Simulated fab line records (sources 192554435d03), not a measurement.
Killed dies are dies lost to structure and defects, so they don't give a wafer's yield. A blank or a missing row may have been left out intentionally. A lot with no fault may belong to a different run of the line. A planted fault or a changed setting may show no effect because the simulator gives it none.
Chamber matching    flow n5 finfet    N5_SDB_HM_DEP_00 on pecvd-02 has 3 sister chambers
The step deposits SiNx from SiH4/NH3/N2, target thk 40 nm, time 35.3 s. 6 wafers are shown with their chamber, then 8 later ones without.

EACH WAFER AND ITS CHAMBER
wafer   chamber  showerhead plenum p Torr (Torr)  throttle valve pct (%)
L088.2  2        5.17                             37.6
L088.5  0        5.13                             38.4
L088.6  2        5.16                             37.6
L089.4  1        4.99                             39.7
L089.6  0        5.13                             38.2
L090.2  1        5.01                             39.5

WAFERS WITH NO CHAMBER GIVEN
wafer   showerhead plenum p Torr (Torr)  throttle valve pct (%)
L090.4  5.01                             39.5
L090.5  5.15                             38.4
L093.1  5.01                             39.5
L093.2  5.16                             37.7
L093.6  5.16                             37.7
L096.3  5.17                             37.7
L096.4  5.01                             39.5
L096.6  5.12                             38.6

EACH ONE'S CHAMBER
wafer   from the rows above  in truth
L090.4  1                    1
L090.5  0                    0
L093.1  1                    1
L093.2  2                    2
L093.6  2                    2
L096.3  2                    2
L096.4  1                    1
L096.6  0                    0
8 of 8 placed correctly. Left unplaced by these rows: 0. Wrongly placed: 0.
How it was worked out, from the rows above alone: a wafer's distance from a chamber is the root of the sum, over the readings, of the square of ((its reading less the chamber's mean) divided by the reading's scatter). The wafer belongs to the nearest chamber; if the next one is less than 2 further off, it can't be placed. A chamber's mean is the mean of its shown wafers. How the scatter is found: for the shown wafers, subtract from each reading the mean of its chamber, square and add these, divide the total by (wafers less chambers), then take the root.
